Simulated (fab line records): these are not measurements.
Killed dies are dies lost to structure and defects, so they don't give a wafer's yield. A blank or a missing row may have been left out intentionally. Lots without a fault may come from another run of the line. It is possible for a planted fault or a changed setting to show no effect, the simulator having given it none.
Code-filled problem report in 8D (eight disciplines) form    flow n5Finfet    the parts of the form that need people (team, actions taken, sign-off) are left out

## 1. PROBLEM STATEMENT
Wafers with no fault read 0.685 a.u. with a standard deviation of 0.013, whereas oesProductAu at N5_BEOL_M0_SAQP_MANDREL_ETCH_103 reads a mean of 0.585 a.u. on 1 wafer of 1 lot. Measured from the usual mean, that is -7.7 standard deviations.
The step: etches a-Si in HBr/Cl2, stops on SiCN, target depth 45 nm, bt time 10 s, time 27 s.
First observed at day 9 23:14: wafer L959.1, on rieSi-05. The record has a number at this step for 26 wafers belonging to 9 lots. Rule for "out", or "out of limits": more than 4 standard deviations from the usual mean. The rest of the wafers with a number are treated as sound.

## 2. WHAT IT IS, WHAT IT ISN'T
question                     is                is not
which readings at this step  oesProductAu      HBr_flow_sccm, drypumpMotorCurrentA, heBacksideLeakSccm, throttleValvePct
which lots                   L959              L944, L946, L947, L949, L956, L960, L964, L965
which wafers of those lots   L959.1            L959.2, L959.5
read on which tools          rieSi-05          rieSi-06
when                         from day 9 23:14  up to then (16 sound wafers); but 9 sound wafers of L960, L964, L965 came after

## 3. WHAT RULES OUT EACH SUSPECT
Counting: if a tool at a process step up to the reading ran every lot that is out, it stays a suspect. Sound lots after the first of them don't rule it out here, since some wafers of a struck lot are sound.
- pecvd-04 at N5_BEOL_M0_SAQP_PECVD_96 (deposits a-Si from SiH4/He, target thk 45 nm, time 45.2 s): kept. L959, the lot that is out, went through it at day 9 20:29; up to then, the latest sound lot through it was L956 at day 9 00:34.
- aldSin-04 at N5_BEOL_M0_SAQP_SPACER1_ALD_98 (deposits SiO2, target thk 12.8 nm, pulse time 1 s, purge time 2 s): kept. L959, the lot that is out, went through it at day 9 22:23; up to then, the latest sound lot through it was L949 at day 7 11:41.
- rieSi-05 at N5_BEOL_M0_SAQP_ETCH_102 (etches SiO2 in CF4, target depth 4 nm, time 4.4 s): kept. L959, the lot that is out, went through it at day 9 23:13; up to then, the latest sound lot through it was L956 at day 9 03:42.
- rieSi-05 at N5_BEOL_M0_SAQP_MANDREL_ETCH_103 (etches a-Si in HBr/Cl2, stops on SiCN, target depth 45 nm, bt time 10 s, time 27 s): kept. L959, the lot that is out, went through it at day 9 23:14; up to then, the latest sound lot through it was L956 at day 9 03:44. Its own readings are out on those wafers: oesProductAu.
- pecvd-04, N5_BEOL_M0_SAQP_PECVD_96: wafers that are out in chamber 0, sound lot-mates in chambers 1, 2.
Left after counting: pecvd-04 at N5_BEOL_M0_SAQP_PECVD_96, aldSin-04 at N5_BEOL_M0_SAQP_SPACER1_ALD_98, rieSi-05 at N5_BEOL_M0_SAQP_ETCH_102, rieSi-05 at N5_BEOL_M0_SAQP_MANDREL_ETCH_103.

## 4. THE CAUSE (what the simulator had put in)
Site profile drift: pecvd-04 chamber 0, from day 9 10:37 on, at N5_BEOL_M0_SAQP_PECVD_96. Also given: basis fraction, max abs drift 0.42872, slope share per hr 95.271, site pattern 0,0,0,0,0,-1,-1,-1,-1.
After counting, 4 suspects remain, this tool included.

## 5. SEQUENCE OF EFFECTS, ordered by route
Rows list readings where the struck wafers' mean (over those with a number) sits beyond 3 standard deviations from the usual. Scope: only readings with a usual standard deviation given in the record; hours: median across lots of the time from each lot's start at the first step in this table that gives one to its start at this step; sigmas: change in usual standard deviations.
hours  step                              reading       usual       on struck wafers  change  sigmas
0      N5_BEOL_M0_SAQP_MANDREL_ETCH_103  oesProductAu  0.685 a.u.  0.585             -0.100  -7.7
It contains these process steps:
- N5_BEOL_M0_SAQP_MANDREL_ETCH_103: etches a-Si in HBr/Cl2, stops on SiCN, target depth 45 nm, bt time 10 s, time 27 s.
At these later measuring or inspecting steps, every struck wafer for which the step has a row has a number for every such reading, and none has moved that far: N5_BEOL_M4_RC_MEAS_101.

## 6. HOW IT WOULD HAVE BEEN CAUGHT EARLIER
13 hours passed between the start of the fault at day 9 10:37 and the first reading out of limits in this record, taken at day 9 23:14.
No tool reading at N5_BEOL_M0_SAQP_PECVD_96 that has a usual standard deviation in the record was out on any struck wafer, so an alarm limit of 4 standard deviations on those readings would not have fired.
All the lots that are out (1) had begun N5_BEOL_M0_SAQP_PECVD_96 on pecvd-04 by day 9 23:14. Had the tool been put on hold then, not one of them would have been saved.
